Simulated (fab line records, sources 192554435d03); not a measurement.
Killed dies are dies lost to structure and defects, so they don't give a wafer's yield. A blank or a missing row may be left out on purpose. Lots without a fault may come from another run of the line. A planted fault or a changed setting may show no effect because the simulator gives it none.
Split-lot experiment | flow n5_finfet | 7 lots, 21 wafers read, on a route of 1938 steps

THE SPLIT
At N5_BEOL_M7_COAT_59 (time 60 s, resist thk 100 nm), the setting spin_rpm was moved away from the recipe's 1500 rpm on 7 of the 21 wafers read, by -10.3% to +10.4%. The other wafers ran this setting at the recipe's value.

FROM THE SPLIT TO THE READING: what the file shows between them, 4 steps
- N5_BEOL_M7_ETCH_61: etches SiARC in CF4, target depth 45.5 nm, time 75.8 s (also split here: source_w)
- N5_BEOL_M7_ETCH_62: etches SOC in N2/H2, target depth 110 nm, overetch 22 nm, time 165 s
- N5_BEOL_M7_STRIP_68: strips in N2/H2
- N5_BEOL_M7_STRIP_67: strips in CF4

THE READING
SOC_of_BEOL_M7_COAT_59.thk_nm (the simulator's own value, which no gauge read), in nm, at N5_BEOL_M7_HM_OPEN_17 (chemistry Cl2/BCl3, target TiN, target depth 20 nm, overetch 6 nm). The file gives no usual value for it. The 14 wafers here that ran the recipe average 92.1 nm, standard deviation 0.4 nm.

wafer  | tool, chamber at the split | spin_rpm as run, rpm | against the recipe | SOC_of_BEOL_M7_COAT_59.thk_nm, nm | against lot-mates on the recipe
L076.3 | litho_track-05, 0          | 1500                 | recipe             | 92                                | -
L076.4 | litho_track-05, 0          | 1656                 | +10.4%             | 86.8                              | -5.4
L076.6 | litho_track-05, 0          | 1500                 | recipe             | 92.4                              | -
L077.1 | litho_track-01, 0          | 1500                 | recipe             | 92.2                              | -
L077.2 | litho_track-01, 0          | 1500                 | recipe             | 92.2                              | -
L077.6 | litho_track-01, 0          | 1500                 | recipe             | 92.2                              | -
L081.2 | litho_track-03, 0          | 1346                 | -10.3%             | 97.2                              | no lot-mate on the recipe
L081.3 | litho_track-03, 0          | 1346                 | -10.3%             | 97.2                              | no lot-mate on the recipe
L081.6 | litho_track-03, 0          | 1346                 | -10.3%             | 96.8                              | no lot-mate on the recipe
L080.1 | litho_track-05, 0          | 1500                 | recipe             | 91.2                              | -
L080.4 | litho_track-05, 0          | 1500                 | recipe             | 91.4                              | -
L080.5 | litho_track-05, 0          | 1500                 | recipe             | 91.8                              | -
L079.2 | litho_track-01, 0          | 1500                 | recipe             | 92                                | -
L079.4 | litho_track-01, 0          | 1623                 | +8.2%              | 88.4                              | -3.7
L079.6 | litho_track-01, 0          | 1500                 | recipe             | 92.2                              | -
L084.2 | litho_track-01, 0          | 1500                 | recipe             | 92.6                              | -
L084.4 | litho_track-01, 0          | 1500                 | recipe             | 92.6                              | -
L084.6 | litho_track-01, 0          | 1500                 | recipe             | 92.4                              | -
L085.1 | litho_track-05, 0          | 1585                 | +5.7%              | 89.6                              | -2.8
L085.3 | litho_track-05, 0          | 1585                 | +5.7%              | 89.4                              | -3.0
L085.6 | litho_track-05, 0          | 1500                 | recipe             | 92.4                              | -

THE FIT
A straight line over all 21 wafers: SOC_of_BEOL_M7_COAT_59.thk_nm changes by -0.482 nm for each +1% of spin_rpm; r = -0.99; the points scatter about the line by 0.36 nm.
The same after taking each lot's own level away (the mean of its wafers on the recipe; 18 wafers): -0.498 nm for each +1%; r = -0.99; scatter 0.18 nm.
On that fit, the largest move of spin_rpm shifts the reading by 5.2 nm.
The lots' own levels span 91.47 to 92.53 nm, that is 2.7 times the standard deviation above.
So the lot-to-lot level changes the slope little: the two slopes agree.
Check: with one of the wafers moved furthest among these (+10.4%) left out of the fit, the line predicts -5 nm for it against its lot-mates. It came out at -5.4 nm against them.

OTHER SPLITS ON THESE WAFERS
These wafers also went through other splits before the reading. Each is held against what the fit with the lots' levels taken away leaves over:
other split on the same wafers     | wafers away from the commonest value | r with SOC_of_BEOL_M7_COAT_59.thk_nm (lot level and that fit taken away)
N5_BEOL_M6_TRENCH_ETCH_37 source_w | 9                                    | +0.36
N5_BEOL_M7_ETCH_61 source_w        | 10                                   | +0.31

THE WHOLE CHAIN: every reading that the file lists as answering this split, in the file's order
step                  | what it does                                                         | reading                                                                        | change (the file's fit)               | r (the file's)
N5_BEOL_M7_COAT_59    | time 60 s, resist thk 100 nm                                         | SOC_of_BEOL_M7_COAT_59.thk_nm (the simulator's own value, which no gauge read) | -0.466 nm for each +1% of the setting | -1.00
N5_BEOL_M7_ETCH_62    | etches SOC in N2/H2, target depth 110 nm, overetch 22 nm, time 165 s | etch.depth_nm (the simulator's own value, which no gauge read)                 | -0.462 nm for each +1% of the setting | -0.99
N5_BEOL_M7_HM_OPEN_17 | chemistry Cl2/BCl3, target TiN, target depth 20 nm, overetch 6 nm    | SOC_of_BEOL_M7_COAT_59.thk_nm (the simulator's own value, which no gauge read) | -0.496 nm for each +1% of the setting | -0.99

THE FILE'S OWN FIT
SOC_of_BEOL_M7_COAT_59.thk_nm changes by -0.496 nm for each +1% of spin_rpm, r = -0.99.
